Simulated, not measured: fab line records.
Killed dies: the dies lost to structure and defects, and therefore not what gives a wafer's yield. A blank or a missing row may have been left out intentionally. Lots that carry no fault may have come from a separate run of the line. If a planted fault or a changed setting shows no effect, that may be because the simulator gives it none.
fab line records / flow n5Finfet
[record] lots = 5 wafers = 15 lastDay = 14
route steps=1938 shown STI_FIN_REVEAL@209 DUMMY_GATE@212 PASSIVATION@1936
lots that met no fault: from a run of the same line without faults
startH: the number of hours between the record's first day and the start of the first shown wafer of the lot / waitH: how many hours have passed since the lot's step before this one / " same as the row above / L1.1+2: a row that stands for several wafers / - no value present, or no start provided / * or withheld: withheld / < > ~ a bound
route shown NAME@n: a module of which the file shows steps, and the number in the route of the first / usual: mean/standard deviation of fault-free wafers / same: alike in all rows / chamber/n: place in a boat / sites: the reading at each site / _std_site: the standard deviation of these / _edge_site: the outer-site mean with the inner-site mean subtracted / radiusMm: how far each site lies from the wafer's centre / mask NAME#n: copy n / behind: the most recent tool/chamber to have shaped the wafer / hold: why the lot was held/for how many hours/how that ended / device: whichever transistor did not switch (one of n, p or np) / end of line: the tests these same wafers got at the end of their route / a step given without rows: its recipe and nothing more / killed: at the first sort, the dies lost to defects and structure; wafer yield is something else / map: shows each die of a wafer: x if killed, . if not, _ if none is there
set.NAME: the run value of the setting; set.NAME@STEP: its run value at that earlier step / model.NAME: the simulator's own value behind a step, which no gauge read
lots at selected steps of the route; one table per step, one row per wafer
services: the hour from which a tool's chamber was out of use, counted from the record's first day as startH (under 0 if before that day), plus the number of hours and why
[[steps]]
[step N5_STI_FIN_REVEAL_PRECLEAN_18]
[recipe] chemistry = SC2 timeS = 45 tempC = 35 mix = 1:1:50
[step N5_STI_FIN_REVEAL_SRD_28]
[recipe] dry = ipaMarangoni timeS = 30 tempC = 23 rinseLiquid = diw
[step N5_DUMMY_GATE_PRECLEAN_00]
[recipe] chemistry = O3/DIW timeS = 60 tempC = 22 o3Ppm = 10
[step N5_DUMMY_GATE_SRD_01]
[recipe] timeS = 30 tempC = 23 rinseLiquid = diw dry = ipaMarangoni
[step N5_DUMMY_GATE_ALD_02]
[recipe] material = SiO2 targetThkA = 20 tempC = 300 aldPrecursorFamily = BDEAS aldCoReactant = O2-plasma pulseTimeS = 1 pressureTorr = 2
[step N5_DUMMY_GATE_CVD_03]
[recipe] material = a-Si targetThkA = 1500 tempC = 530 precursor = SiH4 timeS = 8042
[step N5_DUMMY_GATE_PRECLEAN_46]
[recipe] chemistry = DIW timeS = 89.5 tempC = 23
[step N5_DUMMY_GATE_SRD_47]
[recipe] dryTimeS = 32 dry = n2Spin spinRpm = 1500
[step N5_DUMMY_GATE_CMP_04]
[recipe] material = a-Si postCmpClean = alkalineBrush
[step N5_DUMMY_GATE_HM_DEP_06]
[recipe] material = SiNx targetThkA = 800 precursor = DCS/NH3 tempC = 700 pressureMtorr = 300 timeS = 5141
[step N5_DUMMY_GATE_PECVD_30]
[recipe] material = SiO2 targetThkA = 550 tempC = 400 precursor = TEOS/O2 pressureTorr = 6.5 rfW = withheld teosFlowSccm = withheld gas = O2 flowSccm = 2650 timeS = 10.8
lot.wafer=L713.1 tool=pecvd-04 chamber=0 startH=51.70 waitH=0.0 model.SiO2_of_DUMMY_GATE_PECVD_30.thkNm=54.2
lot.wafer=L713.4 tool=pecvd-04 chamber=0 startH=51.70 waitH=0.0 model.SiO2_of_DUMMY_GATE_PECVD_30.thkNm=55.2
lot.wafer=L713.6 tool=pecvd-04 chamber=1 startH=51.70 waitH=0.0 model.SiO2_of_DUMMY_GATE_PECVD_30.thkNm=56.8
lot.wafer=L716.1 tool=pecvd-04 chamber=0 startH=69.33 waitH=0.0 model.SiO2_of_DUMMY_GATE_PECVD_30.thkNm=75.2
lot.wafer=L716.4 tool=pecvd-04 chamber=2 startH=69.33 waitH=0.0 model.SiO2_of_DUMMY_GATE_PECVD_30.thkNm=76.4
lot.wafer=L716.5 tool=pecvd-04 chamber=0 startH=69.33 waitH=0.0 model.SiO2_of_DUMMY_GATE_PECVD_30.thkNm=56
lot.wafer=L717.1 tool=pecvd-04 chamber=1 startH=77.23 waitH=0.0 model.SiO2_of_DUMMY_GATE_PECVD_30.thkNm=75.4
lot.wafer=L717.5 tool=pecvd-04 chamber=0 startH=77.23 waitH=0.0 model.SiO2_of_DUMMY_GATE_PECVD_30.thkNm=55
lot.wafer=L717.6 tool=pecvd-04 chamber=2 startH=77.23 waitH=0.0 model.SiO2_of_DUMMY_GATE_PECVD_30.thkNm=56
lot.wafer=L719.1 tool=pecvd-04 chamber=2 startH=91.38 waitH=0.0 model.SiO2_of_DUMMY_GATE_PECVD_30.thkNm=76
lot.wafer=L719.3 tool=pecvd-04 chamber=0 startH=91.38 waitH=0.0 model.SiO2_of_DUMMY_GATE_PECVD_30.thkNm=55.6
lot.wafer=L719.4 tool=pecvd-04 chamber=1 startH=91.38 waitH=0.0 model.SiO2_of_DUMMY_GATE_PECVD_30.thkNm=77.4
lot.wafer=L720.2 tool=pecvd-01 chamber=2 startH=95.89 waitH=0.0 model.SiO2_of_DUMMY_GATE_PECVD_30.thkNm=53.8
lot.wafer=L720.4 tool=pecvd-01 chamber=2 startH=95.89 waitH=0.0 model.SiO2_of_DUMMY_GATE_PECVD_30.thkNm=54
lot.wafer=L720.5 tool=pecvd-01 chamber=0 startH=95.89 waitH=0.0 model.SiO2_of_DUMMY_GATE_PECVD_30.thkNm=55.4
[step N5_DUMMY_GATE_COAT_34]
[recipe] resist = SOC tempC = 250 timeS = 60 spinRpm = 1500 resistThkNm = 60
[step N5_DUMMY_GATE_COAT_35]
[recipe] resist = SiARC tempC = 220 timeS = 60 spinRpm = 1500 resistThkNm = 10
[step N5_DUMMY_GATE_COAT_28]
[recipe] resist = underlayer tempC = 205 timeS = 60 spinRpm = 1500 resistThkNm = 10
[step N5_DUMMY_GATE_COAT_09]
[recipe] resist = CAR-EUV spinRpm = 1500 resistThkNm = 30
[step N5_DUMMY_GATE_EBR_11]
[recipe] solvent = PGMEA ebrWidthMm = 1.5
[step N5_DUMMY_GATE_SOFTBAKE_10]
[recipe] tempC = 110 timeS = 60 resist = CAR-EUV
[step N5_DUMMY_GATE_EXPOSE_12]
[recipe] maskId = GATE na = 0.33 sourceShape = annular sigmaInner = 0.2 sigmaOuter = 0.6 polarization = unpolarized targetCdNm = 25 doseMj = 34
[step N5_DUMMY_GATE_PEB_13]
[recipe] pebTempC = 100 pebTimeS = 60 resist = CAR-EUV
[step N5_DUMMY_GATE_DEVELOP_14]
[recipe] developTimeS = 30 developer = TMAH resist = CAR-EUV rinseLiquid = surfactantRinse dry = airSpin devTempC = 23
[step N5_DUMMY_GATE_DESCUM_20]
[recipe] chemistry = O2 timeS = 6.2 sourcePowerW = 50 biasPowerW = 20 pressureMtorr = 20 rfFrequencyHz = 2.712e+07 tempC = 40 resist = CAR-EUV o2FlowSccm = 225
[step N5_DUMMY_GATE_ETCH_29]
[recipe] chemistry = N2/H2 target = underlayer targetDepthA = 130 ionEnergyEv = 200 pressureMtorr = 30 sourceW = 840 biasW = 150 n2FlowSccm = 200 h2FlowSccm = 200
[step N5_DUMMY_GATE_ETCH_36]
[recipe] chemistry = CF4 target = SiARC targetDepthA = 130 pressureMtorr = 40 sourceW = 545 biasW = 36 Ar_flow_sccm = 100 cf4FlowSccm = 100 ionEnergyEv = 80
[step N5_DUMMY_GATE_ETCH_37]
[recipe] chemistry = N2/H2 target = SOC targetDepthA = 600 overetchA = 300 tempC = 40 ionEnergyEv = 200 pressureMtorr = 30 sourceW = 840 biasW = 150 n2FlowSccm = 200 h2FlowSccm = 200
[step N5_DUMMY_GATE_STRIP_38]
[recipe] chemistry = N2/H2 tempC = 40 n2FlowSccm = 200 h2FlowSccm = 200 rfFrequencyHz = 6e+07
[step N5_DUMMY_GATE_STRIP_39]
[recipe] chemistry = N2/H2 tempC = 40 n2FlowSccm = 200 h2FlowSccm = 200 rfFrequencyHz = 6e+07
[step N5_DUMMY_GATE_TRIM_49]
[recipe] chemistry = O2 resist = SOC timeS = 29 targetCdNm = 14 sourcePowerW = 300 biasPowerW = 0 O2_flow_sccm = 100 tempC = 20
[step N5_DUMMY_GATE_STRIP_40]
[recipe] chemistry = CF4 resist = SiARC powerW = 300 biasPowerW = 75 pressureMtorr = 50 cf4FlowSccm = 150 rfFrequencyHz = 6e+07
[step N5_DUMMY_GATE_ETCH_31]
[recipe] chemistry = C4F6/O2 target = SiO2 maskMaterial = SOC targetDepthA = 825 timeS = 27.5 ionEnergyEv = 250 pressureMtorr = 30 sourceW = 345 biasW = 185 Ar_flow_sccm = 300 C4F6_flow_sccm = 10 O2_flow_sccm = 10
[step N5_DUMMY_GATE_STRIP_41]
[recipe] chemistry = O2 powerW = 400 tempC = 40 pressureMtorr = 30 rfFrequencyHz = 6e+07 biasPowerW = 0 overashFraction = 0.3 o2FlowSccm = 225
[step N5_DUMMY_GATE_HM_OPEN_21]
[recipe] chemistry = CH3F/O2 target = SiNx targetDepthA = 1200 Ar_flow_sccm = 150 CH3F_flow_sccm = 30 O2_flow_sccm = 23 timeS = 171.4 pressureMtorr = 30 sourceW = 395 biasW = 73 ionEnergyEv = 120.7
[step N5_DUMMY_GATE_ETCH_32]
[recipe] chemistry = CF4 target = SiO2 targetDepthA = 35 timeS = 3.9 ionEnergyEv = 350 pressureMtorr = 10 icpW = 800 biasW = 400 cf4FlowSccm = 80
[step N5_DUMMY_GATE_ETCH_23]
[recipe] chemistry = HBr/Cl2/O2 HBr_flow_sccm = 150 Cl2_flow_sccm = 80 O2_flow_sccm = 12 biasW = 102 targetDepthA = 410 timeS = 22.3 target = poly-Si maskMaterial = SiO2 pressureMtorr = 10 icpW = 800
[step N5_DUMMY_GATE_ETCH_44]
[recipe] chemistry = HBr/O2 overEtchFrac = 0.7 targetDepthA = 1275 stopOn = SiO2 ionEnergyEv = 60 biasW = 20 target = poly-Si maskMaterial = SiO2 pressureMtorr = 20 icpW = 400 HBr_flow_sccm = 120 O2_flow_sccm = 10
[usual] drypumpMotorCurrentA = 5.9/0.41 oesProductAu = 0.725/0.015 throttleValvePct = 18.46/0.17
lot.wafer=L713.1 tool=rieSi-04 chamber=0 startH=53.04 waitH=0.0 drypumpMotorCurrentA=5.8 oesProductAu=0.715 rfHoursCounterH=152 throttleValvePct=18.49 model.SiO2_of_DUMMY_GATE_PECVD_30.thkNm=36.8
lot.wafer=L713.4 tool=rieSi-04 chamber=1 startH=53.04 waitH=0.0 drypumpMotorCurrentA=6.5 oesProductAu=0.736 rfHoursCounterH=47 throttleValvePct=18.40 model.SiO2_of_DUMMY_GATE_PECVD_30.thkNm=38
lot.wafer=L713.6 tool=rieSi-04 chamber=3 startH=53.04 waitH=0.0 drypumpMotorCurrentA=5.9 oesProductAu=0.726 rfHoursCounterH=- throttleValvePct=18.18 model.SiO2_of_DUMMY_GATE_PECVD_30.thkNm=40
lot.wafer=L716.1 tool=rieSi-01 chamber=2 startH=70.63 waitH=0.0 drypumpMotorCurrentA=6.2 oesProductAu=0.708 rfHoursCounterH=195 throttleValvePct=18.65 model.SiO2_of_DUMMY_GATE_PECVD_30.thkNm=58.2
lot.wafer=L716.4 tool=rieSi-01 chamber=3 startH=70.63 waitH=0.0 drypumpMotorCurrentA=6.5 oesProductAu=0.701 rfHoursCounterH=73 throttleValvePct=18.65 model.SiO2_of_DUMMY_GATE_PECVD_30.thkNm=59.2
lot.wafer=L716.5 tool=rieSi-01 chamber=2 startH=70.63 waitH=0.0 drypumpMotorCurrentA=6.2 oesProductAu=0.718 rfHoursCounterH=- throttleValvePct=18.65 model.SiO2_of_DUMMY_GATE_PECVD_30.thkNm=38.6
lot.wafer=L717.1 tool=rieSi-04 chamber=3 startH=78.46 waitH=0.0 drypumpMotorCurrentA=6.0 oesProductAu=0.721 rfHoursCounterH=5 throttleValvePct=18.18 model.SiO2_of_DUMMY_GATE_PECVD_30.thkNm=58.2
lot.wafer=L717.5 tool=rieSi-04 chamber=0 startH=78.46 waitH=0.0 drypumpMotorCurrentA=5.8 oesProductAu=0.717 rfHoursCounterH=- throttleValvePct=18.49 model.SiO2_of_DUMMY_GATE_PECVD_30.thkNm=38
lot.wafer=L717.6 tool=rieSi-04 chamber=1 startH=78.46 waitH=0.0 drypumpMotorCurrentA=6.5 oesProductAu=0.720 rfHoursCounterH=- throttleValvePct=18.40 model.SiO2_of_DUMMY_GATE_PECVD_30.thkNm=39
lot.wafer=L719.1 tool=rieSi-04 chamber=1 startH=93.02 waitH=0.0 drypumpMotorCurrentA=6.5 oesProductAu=0.720 rfHoursCounterH=48 throttleValvePct=18.41 model.SiO2_of_DUMMY_GATE_PECVD_30.thkNm=59.2
lot.wafer=L719.3 tool=rieSi-04 chamber=2 startH=93.02 waitH=0.0 drypumpMotorCurrentA=5.9 oesProductAu=0.720 rfHoursCounterH=3 throttleValvePct=18.54 model.SiO2_of_DUMMY_GATE_PECVD_30.thkNm=38.6
lot.wafer=L719.4 tool=rieSi-04 chamber=0 startH=93.02 waitH=0.0 drypumpMotorCurrentA=5.8 oesProductAu=0.706 rfHoursCounterH=153 throttleValvePct=18.48 model.SiO2_of_DUMMY_GATE_PECVD_30.thkNm=60.4
lot.wafer=L720.2 tool=rieSi-01 chamber=0 startH=97.25 waitH=0.0 drypumpMotorCurrentA=5.4 oesProductAu=0.738 rfHoursCounterH=38 throttleValvePct=18.66 model.SiO2_of_DUMMY_GATE_PECVD_30.thkNm=36.4
lot.wafer=L720.4 tool=rieSi-01 chamber=3 startH=97.25 waitH=0.0 drypumpMotorCurrentA=6.5 oesProductAu=0.719 rfHoursCounterH=73 throttleValvePct=18.66 model.SiO2_of_DUMMY_GATE_PECVD_30.thkNm=37.2
lot.wafer=L720.5 tool=rieSi-01 chamber=1 startH=97.25 waitH=0.0 drypumpMotorCurrentA=5.3 oesProductAu=0.739 rfHoursCounterH=- throttleValvePct=18.65 model.SiO2_of_DUMMY_GATE_PECVD_30.thkNm=38.6
[step N5_PASSIVATION_PROBE_49]
[usual] killed_at_M0_to_M3 = 31/11 killed_at_M4_up = 14/5.1 killedAtContacts = 12/5.6 killedAtFrontEnd = 42/12 killedAtOther = 3.8/2.9 killedDies = 103/18 killedOpen = 67/14 killedShort = 33/8
[same] grossDies = 1180 killedAtBackSide = 0
lot.wafer=L717.5 tool=prober-02 chamber=- startH=316.02 waitH=0.2 killed_at_M0_to_M3=23 killed_at_M4_up=4 killedAtContacts=15 killedAtFrontEnd=52 killedAtOther=2 killedDies=96 killedOpen=71 killedShort=25
lot.wafer=L717.6 tool=prober-02 chamber=- startH=316.07 waitH=0.3 killed_at_M0_to_M3=31 killed_at_M4_up=6 killedAtContacts=13 killedAtFrontEnd=49 killedAtOther=1 killedDies=100 killedOpen=68 killedShort=27
// killed by level:class
L717.5 FIN_SAQP:geometricParticle:open=20 MOL_CONTACT_COAG:geometricParticle:open=13 STI_FIN_REVEAL:geometricParticle:open=9 BEOL_M1:geometricParticle:open=8 FIN_SAQP:geometricParticle:short=4 BEOL_M0_SAQP:geometricParticle:open=4 STARTING-WAFER:geometricParticle:open=4 DUMMY_GATE:geometricParticle:open=3
L717.6 STI_FIN_REVEAL:geometricParticle:open=15 BEOL_M0_SAQP:geometricParticle:open=12 MOL_CONTACT_COAG:geometricParticle:open=10 STI_FIN_REVEAL:geometricParticle:short=7 BEOL_M0_SAQP:geometricParticle:short=7 BEOL_M3:geometricParticle:open=7 FIN_SAQP:geometricParticle:short=4 FIN_SAQP:geometricParticle:open=4
[[services]]
tool=pecvd-04 chamber=2 startH=33.21 hours=3.4 kind=repair
tool=rieSi-04 chamber=- startH=46.61 hours=1.2 kind=repair
tool=pecvd-04 chamber=1 startH=53.49 hours=5.5 kind=scheduledDown
tool=pecvd-04 chamber=1 startH=59.03 hours=5.5 kind=scheduledDown
tool=pecvd-01 chamber=2 startH=81.98 hours=10.8 kind=repair
[[key]]
firstSign none at tools or gauges
[modelEffect] step = N5_DUMMY_GATE_PECVD_30 value = SiO2_of_DUMMY_GATE_PECVD_30.thkNm without = 56 struck = 76.08
[modelEffect] step = N5_DUMMY_GATE_ETCH_44 value = SiO2_of_DUMMY_GATE_PECVD_30.thkNm without = 38.96 struck = 59.04
metAt N5_DUMMY_GATE_PECVD_30
struckWafers L716.1,L716.4,L717.1,L719.1,L719.4
testerLeftOut L716,L717,L719
onsetBetween 51.70 69.33
[fault] kind = processParameterDrift tool = pecvd-04 chamber = - onsetH = 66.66 steps = N5_DUMMY_GATE_PECVD_30 channel = timeS offset = * shape = step endH = 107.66 scope = struckWafersOnly actsIn = * stated = *
// testerLeftOut: of these lots the tester's yield and bins aren't shown, on N5 and GAA mostly nor the transistor test; their killed dies are dies lost to structure and defects alone, not to doping, threshold or leakage, so they don't give the yield
